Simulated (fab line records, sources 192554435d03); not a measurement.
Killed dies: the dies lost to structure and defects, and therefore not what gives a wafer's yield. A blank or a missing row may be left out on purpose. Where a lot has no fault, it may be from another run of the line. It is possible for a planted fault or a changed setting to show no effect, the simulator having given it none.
What tool caused it? :: flow n5-finfet :: 12 lots with 36 wafers sampled at 3 steps, on a route of 1938 steps

## WHAT EACH GAUGE READ, for each wafer
N5_BEOL_M2_THK_MEAS_01.
lot: L075
measured: day 7 04:32
on: film-metro-01
M2_ILD_THK (nm): 79.9 78.4 79.0

lot: L077
measured: day 7 12:48
on: film-metro-01
M2_ILD_THK (nm): 77.2 77.5 78.4

lot: L079
measured: day 7 15:49
on: film-metro-02
M2_ILD_THK (nm): 79.5 78.8 79.3

lot: L081
measured: day 8 05:59
on: film-metro-02
M2_ILD_THK (nm): 77.3 78.8 78.8

lot: L083
measured: day 8 21:38
on: film-metro-01
M2_ILD_THK (nm): 78.6 78.9 79.7

lot: L086
measured: day 9 13:56
on: film-metro-01
M2_ILD_THK (nm): 78.8 77.0 78.7

lot: L085
measured: day 9 21:22
on: film-metro-02
M2_ILD_THK (nm): 77.6 78.1 79.2

lot: L089
measured: day 10 14:01
on: film-metro-02
M2_ILD_THK (nm): 78.9 77.9 79.1

lot: L091
measured: day 11 09:31
on: film-metro-02
M2_ILD_THK (nm): 79.2 78.8 80.1

lot: L093
measured: day 11 14:10
on: film-metro-02
M2_ILD_THK (nm): 78.3 79.1 80.1

lot: L094
measured: day 12 02:27
on: film-metro-02
M2_ILD_THK (nm): 77.2 80.0 79.0

lot: L097
measured: day 12 10:52
on: film-metro-01
M2_ILD_THK (nm): 78.0 76.6 78.4

## EACH LOT AND THE TOOL THAT RAN IT (in order: tool; ch and the chambers of the sampled wafers; start)
lot: L075
N5_BEOL_M1_SPUTTER_90: pvd-sputter-03, day 7 02:42
N5_BEOL_M1_ANNEAL_93: pvd-sputter-03, day 7 03:00

lot: L077
N5_BEOL_M1_SPUTTER_90: pvd-sputter-01, day 7 10:53
N5_BEOL_M1_ANNEAL_93: pvd-sputter-01, day 7 11:13

lot: L079
N5_BEOL_M1_SPUTTER_90: pvd-sputter-01, day 7 13:58
N5_BEOL_M1_ANNEAL_93: pvd-sputter-01, day 7 14:16

lot: L081
N5_BEOL_M1_SPUTTER_90: pvd-sputter-03, day 8 04:06
N5_BEOL_M1_ANNEAL_93: pvd-sputter-03, day 8 04:24

lot: L083
N5_BEOL_M1_SPUTTER_90: pvd-sputter-01, day 8 19:45
N5_BEOL_M1_ANNEAL_93: pvd-sputter-01, day 8 20:03

lot: L086
N5_BEOL_M1_SPUTTER_90: pvd-sputter-01, day 9 12:07
N5_BEOL_M1_ANNEAL_93: pvd-sputter-01, day 9 12:25

lot: L085
N5_BEOL_M1_SPUTTER_90: pvd-sputter-03, day 9 19:32
N5_BEOL_M1_ANNEAL_93: pvd-sputter-03, day 9 19:50

lot: L089
N5_BEOL_M1_SPUTTER_90: pvd-sputter-02, day 10 12:00
N5_BEOL_M1_ANNEAL_93: pvd-sputter-02, day 10 12:18

lot: L091
N5_BEOL_M1_SPUTTER_90: pvd-sputter-01, day 11 07:38
N5_BEOL_M1_ANNEAL_93: pvd-sputter-01, day 11 07:56

lot: L093
N5_BEOL_M1_SPUTTER_90: pvd-sputter-02, day 11 12:16
N5_BEOL_M1_ANNEAL_93: pvd-sputter-02, day 11 12:34

lot: L094
N5_BEOL_M1_SPUTTER_90: pvd-sputter-01, day 12 00:37
N5_BEOL_M1_ANNEAL_93: pvd-sputter-01, day 12 00:55

lot: L097
N5_BEOL_M1_SPUTTER_90: pvd-sputter-01, day 12 09:02
N5_BEOL_M1_ANNEAL_93: pvd-sputter-01, day 12 09:20
- N5_BEOL_M1_SPUTTER_90: material Cu, target thk 4.5 nm, time 8.29 s.
- N5_BEOL_M1_ANNEAL_93: time 240 s.

## THE ANSWER, worked out from the rows above alone
Rule: the usual values come from the lots themselves. The widest of any qualifying gaps counts: lots, ordered by their means at a reading, are off when they make up no more than a third of the lots, leave a main group of 4 or more, and stand apart from it by 3 or more times the standard deviation of that group's means. Not used: any main group whose means are identical at the precision the tables above print for the reading. A lot without any number at a reading at which 4 lots or more have one is off too. Any other lot the step has rows for is counted as sound.
Across all readings shown, no lot is off: no conclusion can be drawn from this.

## WHAT HAD BEEN PUT IN BY THE SIMULATOR
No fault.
